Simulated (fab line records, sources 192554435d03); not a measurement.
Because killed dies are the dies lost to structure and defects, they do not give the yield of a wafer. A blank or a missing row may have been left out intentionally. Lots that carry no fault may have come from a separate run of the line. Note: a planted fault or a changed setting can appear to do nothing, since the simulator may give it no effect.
Split-lot study / flow n5-finfet / 39 wafers read across 7 lots, on a route 1938 steps long

THE SPLIT ITSELF
At N5_ZERO_LAYER_DEVELOP_10 (develop time 60 s), the setting develop-time-s was moved away from the recipe's 60 s on 15 of the 39 wafers read, by -40.1% to +57.9%. All remaining wafers had this setting at the recipe value.

THE PATH FROM SPLIT TO READING: the file shows 1 step between them
- N5_ZERO_LAYER_HARDBAKE_23: time 120 s

THE READING
cd-nm at N5_ZERO_LAYER_CD_MEAS_11, given in nm (cd target 2000 nm). Typical for fault-free wafers on this fab line: 1999.5 nm, with standard deviation 1.4 nm.

wafer=L077.1; tool, chamber at the split=litho-track-03, 0; develop-time-s as run, s=36.04; against the recipe=-39.9%; cd-nm, nm=1991.1; against lot-mates on the recipe=-10.2
wafer=L077.2; tool, chamber at the split=litho-track-03, 0; develop-time-s as run, s=60; against the recipe=recipe; cd-nm, nm=2000.9; against lot-mates on the recipe=-
wafer=L077.3; tool, chamber at the split=litho-track-03, 0; develop-time-s as run, s=60; against the recipe=recipe; cd-nm, nm=2003.4; against lot-mates on the recipe=-
wafer=L077.4; tool, chamber at the split=litho-track-03, 0; develop-time-s as run, s=36.04; against the recipe=-39.9%; cd-nm, nm=1990.0; against lot-mates on the recipe=-11.3
wafer=L077.5; tool, chamber at the split=litho-track-03, 0; develop-time-s as run, s=60; against the recipe=recipe; cd-nm, nm=1999.6; against lot-mates on the recipe=-
wafer=L077.6; tool, chamber at the split=litho-track-03, 0; develop-time-s as run, s=36.04; against the recipe=-39.9%; cd-nm, nm=1990.0; against lot-mates on the recipe=-11.3
wafer=L082.1; tool, chamber at the split=litho-track-05, 0; develop-time-s as run, s=60; against the recipe=recipe; cd-nm, nm=2001.0; against lot-mates on the recipe=-
wafer=L082.2; tool, chamber at the split=litho-track-05, 0; develop-time-s as run, s=46.6; against the recipe=-22.3%; cd-nm, nm=1994.4; against lot-mates on the recipe=-6.1
wafer=L082.3; tool, chamber at the split=litho-track-05, 0; develop-time-s as run, s=46.6; against the recipe=-22.3%; cd-nm, nm=1994.3; against lot-mates on the recipe=-6.2
wafer=L082.4; tool, chamber at the split=litho-track-05, 0; develop-time-s as run, s=46.6; against the recipe=-22.3%; cd-nm, nm=1993.6; against lot-mates on the recipe=-6.9
wafer=L082.5; tool, chamber at the split=litho-track-05, 0; develop-time-s as run, s=60; against the recipe=recipe; cd-nm, nm=1999.4; against lot-mates on the recipe=-
wafer=L082.6; tool, chamber at the split=litho-track-05, 0; develop-time-s as run, s=60; against the recipe=recipe; cd-nm, nm=2001.1; against lot-mates on the recipe=-
wafer=L086.1; tool, chamber at the split=litho-track-02, 0; develop-time-s as run, s=60; against the recipe=recipe; cd-nm, nm=1999.2; against lot-mates on the recipe=-
wafer=L086.2; tool, chamber at the split=litho-track-02, 0; develop-time-s as run, s=60; against the recipe=recipe; cd-nm, nm=2001.0; against lot-mates on the recipe=-
wafer=L086.3; tool, chamber at the split=litho-track-02, 0; develop-time-s as run, s=60; against the recipe=recipe; cd-nm, nm=2000.2; against lot-mates on the recipe=-
wafer=L086.4; tool, chamber at the split=litho-track-02, 0; develop-time-s as run, s=60; against the recipe=recipe; cd-nm, nm=2000.1; against lot-mates on the recipe=-
wafer=L086.5; tool, chamber at the split=litho-track-02, 0; develop-time-s as run, s=60; against the recipe=recipe; cd-nm, nm=2001.8; against lot-mates on the recipe=-
wafer=L086.6; tool, chamber at the split=litho-track-02, 0; develop-time-s as run, s=60; against the recipe=recipe; cd-nm, nm=2000.9; against lot-mates on the recipe=-
wafer=L089.1; tool, chamber at the split=litho-track-03, 0; develop-time-s as run, s=81.96; against the recipe=+36.6%; cd-nm, nm=2007.1; against lot-mates on the recipe=+8.2
wafer=L089.2; tool, chamber at the split=litho-track-03, 0; develop-time-s as run, s=81.96; against the recipe=+36.6%; cd-nm, nm=2002.3; against lot-mates on the recipe=+3.4
wafer=L089.3; tool, chamber at the split=litho-track-03, 0; develop-time-s as run, s=81.96; against the recipe=+36.6%; cd-nm, nm=2005.4; against lot-mates on the recipe=+6.5
wafer=L089.4; tool, chamber at the split=litho-track-03, 0; develop-time-s as run, s=60; against the recipe=recipe; cd-nm, nm=1998.8; against lot-mates on the recipe=-
wafer=L089.5; tool, chamber at the split=litho-track-03, 0; develop-time-s as run, s=60; against the recipe=recipe; cd-nm, nm=1999.8; against lot-mates on the recipe=-
wafer=L089.6; tool, chamber at the split=litho-track-03, 0; develop-time-s as run, s=60; against the recipe=recipe; cd-nm, nm=1998.1; against lot-mates on the recipe=-
wafer=L090.1; tool, chamber at the split=litho-track-05, 0; develop-time-s as run, s=60; against the recipe=recipe; cd-nm, nm=2002.1; against lot-mates on the recipe=-
wafer=L090.2; tool, chamber at the split=litho-track-05, 0; develop-time-s as run, s=35.93; against the recipe=-40.1%; cd-nm, nm=1989.6; against lot-mates on the recipe=-11.6
wafer=L090.3; tool, chamber at the split=litho-track-05, 0; develop-time-s as run, s=60; against the recipe=recipe; cd-nm, nm=2000.4; against lot-mates on the recipe=-
wafer=L090.4; tool, chamber at the split=litho-track-05, 0; develop-time-s as run, s=35.93; against the recipe=-40.1%; cd-nm, nm=1990.2; against lot-mates on the recipe=-11.0
wafer=L090.5; tool, chamber at the split=litho-track-05, 0; develop-time-s as run, s=60; against the recipe=recipe; cd-nm, nm=2001.0; against lot-mates on the recipe=-
wafer=L090.6; tool, chamber at the split=litho-track-05, 0; develop-time-s as run, s=35.93; against the recipe=-40.1%; cd-nm, nm=1991.1; against lot-mates on the recipe=-10.1
wafer=L094.1; tool, chamber at the split=litho-track-03, 0; develop-time-s as run, s=60; against the recipe=recipe; cd-nm, nm=1999.2; against lot-mates on the recipe=-
wafer=L094.3; tool, chamber at the split=litho-track-03, 0; develop-time-s as run, s=60; against the recipe=recipe; cd-nm, nm=1998.0; against lot-mates on the recipe=-
wafer=L094.6; tool, chamber at the split=litho-track-03, 0; develop-time-s as run, s=60; against the recipe=recipe; cd-nm, nm=1997.6; against lot-mates on the recipe=-
wafer=L095.1; tool, chamber at the split=litho-track-02, 0; develop-time-s as run, s=60; against the recipe=recipe; cd-nm, nm=1998.9; against lot-mates on the recipe=-
wafer=L095.2; tool, chamber at the split=litho-track-02, 0; develop-time-s as run, s=94.75; against the recipe=+57.9%; cd-nm, nm=2008.3; against lot-mates on the recipe=+9.7
wafer=L095.3; tool, chamber at the split=litho-track-02, 0; develop-time-s as run, s=60; against the recipe=recipe; cd-nm, nm=1999.7; against lot-mates on the recipe=-
wafer=L095.4; tool, chamber at the split=litho-track-02, 0; develop-time-s as run, s=94.75; against the recipe=+57.9%; cd-nm, nm=2006.7; against lot-mates on the recipe=+8.1
wafer=L095.5; tool, chamber at the split=litho-track-02, 0; develop-time-s as run, s=94.75; against the recipe=+57.9%; cd-nm, nm=2007.2; against lot-mates on the recipe=+8.6
wafer=L095.6; tool, chamber at the split=litho-track-02, 0; develop-time-s as run, s=60; against the recipe=recipe; cd-nm, nm=1997.3; against lot-mates on the recipe=-

THE FIT
A straight line over all 39 wafers: cd-nm changes by +0.18 nm for each +1% of develop-time-s; r = +0.93; the points scatter about the line by 1.8 nm.
The same after taking each lot's own level away (the mean of its wafers on the recipe; 39 wafers): +0.207 nm for each +1%; r = +0.96; scatter 1.6 nm.
The reading moves by 12 nm for the largest change in develop-time-s, on that fit.
From 1998.27 to 2001.30 nm: that is the span of the lots' own levels, equal to 2.2 times the standard deviation above.
So the slope is not independent of the lot-to-lot level: the two fits are not the same.
Check: for one of the wafers moved furthest among these (+57.9%), held out of the fit, the line's prediction against its lot-mates is +11.3 nm. Against them it came out at +9.67 nm.

THE WHOLE CHAIN: every reading that the file lists as answering this split, in the file's order
step=N5_ZERO_LAYER_CD_MEAS_11; what it does=target cd 2000 nm; reading=cd-nm; change (the file's fit)=+0.207 nm for each +1% of the setting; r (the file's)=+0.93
step=N5_ZERO_LAYER_DESCUM_16; what it does=chemistry O2, time 7.9 s; reading=ZERO_LAYER.cd-nm (the simulator's own value, which no gauge read); change (the file's fit)=+0.197 nm for each +1% of the setting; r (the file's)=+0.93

FILE'S OWN FIT
cd-nm changes by +0.207 nm for each +1% of develop-time-s, r = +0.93.
